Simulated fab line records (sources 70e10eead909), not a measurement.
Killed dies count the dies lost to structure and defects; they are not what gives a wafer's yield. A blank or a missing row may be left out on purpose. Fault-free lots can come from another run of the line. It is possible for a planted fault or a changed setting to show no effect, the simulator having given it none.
A lot that was struck, set against a sound lot | flow nandHarc | 14 out of 1302 route steps
Sound: these wafers, L579.4, L579.5, L579.6. The struck wafers were L586.1, L586.3, L586.5. The cause is given at the end.
Order at every step that has rows: each side's tool, ch and its chambers, its first start. Under that, the readings that differ: sound wafers | struck wafers | difference of the means | sigmas: that difference in standard deviations of wafers without a fault.
alike: readings whose means differ by less than 2 such deviations, and words and numbers that are the same on both sides. not compared: withheld readings, readings that some wafer has no value for, bounds like >300 that may hide the same value, and numbers for which the record gives no deviation and whose values overlap.
Wherever a step has rows on one side only, a row that says differs or no value, or a row with sigmas, the two part there. Numbers that don't overlap but have no deviation are shown without sigmas and don't part them. A reading that every wafer of one side lacks parts them only if that side has two wafers or more.

NHARC_A_STAIRCASE_STRIP_274: strips in O2.
  sound on rieDiel-04 ch 0,1,3; struck on rieDiel-01 ch 0,1,3
  alike: drypumpMotorCurrentA, oesProductAu, rfVppV, showerheadPlenumPTorr, throttleValvePct
  not compared: rfHoursCounterH
then, 3 steps without rows for these wafers: NHARC_A_STAIRCASE_STRIP_275 (strips in SPM, time 900 s); NHARC_A_STAIRCASE_PRECLEAN_276 (cleans in SC1); NHARC_A_STAIRCASE_SRD_277.
NHARC_A_STAIRCASE_HM_DEP_459: deposits aC, target thk 1500 nm.
  sound on aclDep-03 ch 0, day 17 17:04; struck on aclDep-01 ch 0, day 20 20:28
  alike: throttleValvePct
NHARC_A_STAIRCASE_DEP_280: deposits SiON, target thk 30 nm.
  sound on pecvd-03 ch 0,1,2, day 17 18:07; struck on pecvd-03 ch 0,2, day 20 22:18
  alike: chamberPressureTorr, heaterPowerW, showerheadVppV
then, 5 steps without rows for these wafers: NHARC_A_STAIRCASE_DEHYDRATE_281 (time 120 s); NHARC_A_STAIRCASE_HMDS_282 (time 30 s); NHARC_A_STAIRCASE_COAT_283; NHARC_A_STAIRCASE_SOFTBAKE_284 (time 170 s); NHARC_A_STAIRCASE_EBR_285.
NHARC_A_STAIRCASE_EXPOSE_286: exposes mask CHOP 100.
  sound on krfScanner-04 ch 0, day 17 18:38; struck on krfScanner-01 ch 0, day 20 22:55
reading           | sound                | struck               | difference | sigmas
exposureDoseMJCm2 | 25.034 25.007 25.021 | 17.859 17.813 17.866 | -7.175     | -99 or more
  alike: mask
then, 1 step without rows for these wafers: NHARC_A_STAIRCASE_PEB_287 (peb time 130 s).
NHARC_END_SORT_01:
  the record has rows for the sound wafers here (prober-01 ch 0, day 25 12:13) and none for the struck ones

WHERE THEY PART
Earliest at NHARC_A_STAIRCASE_EXPOSE_286; latest, in this record, at NHARC_END_SORT_01.

WHY: whatever the simulator had introduced
Process parameter drift: krfScanner-01, from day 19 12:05 on, at NHARC_A_STAIRCASE_EXPOSE_286. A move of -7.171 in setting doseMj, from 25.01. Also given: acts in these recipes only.
